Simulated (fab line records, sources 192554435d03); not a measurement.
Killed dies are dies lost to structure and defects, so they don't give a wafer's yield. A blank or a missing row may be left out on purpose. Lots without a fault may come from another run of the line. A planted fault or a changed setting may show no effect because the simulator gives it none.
Chamber matching | flow n5_finfet | N5_FIN_CUT_ETCH_21 on rie_diel-05: 4 sister chambers
The step etches SOC in N2/H2, target depth 219 nm, overetch 43.8 nm, time 523.5 s. 14 wafers are shown with their chamber, then 7 later ones without.

WAFERS WITH THEIR CHAMBER
wafer  | chamber | throttle_valve_pct (%) | showerhead_plenum_p_Torr (Torr) | drypump_motor_current_A (A)
L075.1 | 2       | 17.61                  | 2.54                            | 5.3
L075.5 | 0       | 17.78                  | 2.64                            | 5.8
L075.6 | 1       | 17.91                  | 2.56                            | 5.5
L077.2 | 3       | 18.03                  | 2.56                            | 5.9
L077.5 | 1       | 17.91                  | 2.56                            | 5.6
L077.6 | 2       | 17.62                  | 2.54                            | 5.2
L081.1 | 2       | 17.61                  | 2.54                            | 5.3
L081.4 | 0       | 17.80                  | 2.64                            | 5.8
L081.6 | 2       | 17.64                  | 2.54                            | 5.3
L082.1 | 3       | 18.03                  | 2.56                            | 5.8
L082.2 | 2       | 17.62                  | 2.54                            | 5.2
L082.5 | 3       | 18.03                  | 2.56                            | 5.9
L087.2 | 2       | 17.64                  | 2.53                            | 5.3
L087.3 | 0       | 17.83                  | 2.63                            | 5.8

SIGNATURES (means of the wafers above)
reading                  | chamber 0 | chamber 1 | chamber 2 | chamber 3 | scatter within a chamber
throttle_valve_pct       | 17.8033   | 17.9100   | 17.6233   | 18.0300   | 0.0148
showerhead_plenum_p_Torr | 2.6367    | 2.5600    | 2.5383    | 2.5600    | 0.00387
drypump_motor_current_A  | 5.800     | 5.550     | 5.267     | 5.867     | 0.05
Rule: a wafer's distance from a chamber is the root of the sum, over the readings, of the square of ((its reading less the chamber's mean) divided by the reading's scatter). The wafer belongs to the nearest chamber; if the next one is less than 2 further off, it can't be placed. The scatter: the root of (the sum of the squares of (reading less its chamber's mean) over the shown wafers, divided by (wafers less chambers)).

WAFERS WITHOUT THEIR CHAMBER
wafer  | throttle_valve_pct (%) | showerhead_plenum_p_Torr (Torr) | drypump_motor_current_A (A)
L087.5 | 18.03                  | 2.56                            | 5.8
L088.1 | 18.04                  | 2.55                            | 5.8
L088.3 | 17.94                  | 2.55                            | 5.5
L088.5 | 17.82                  | 2.63                            | 5.8
L090.1 | 17.95                  | 2.55                            | 5.5
L090.3 | 18.05                  | 2.55                            | 5.8
L090.4 | 17.83                  | 2.63                            | 5.8

WHICH CHAMBER EACH WENT THROUGH
wafer  | from the rows above | in truth
L087.5 | 3                   | 3
L088.1 | 3                   | 3
L088.3 | 1                   | 1
L088.5 | 0                   | 0
L090.1 | 1                   | 1
L090.3 | 3                   | 3
L090.4 | 0                   | 0
Placed correctly: 7 of 7. Can't be placed from these rows: 0. Placed wrongly: 0.
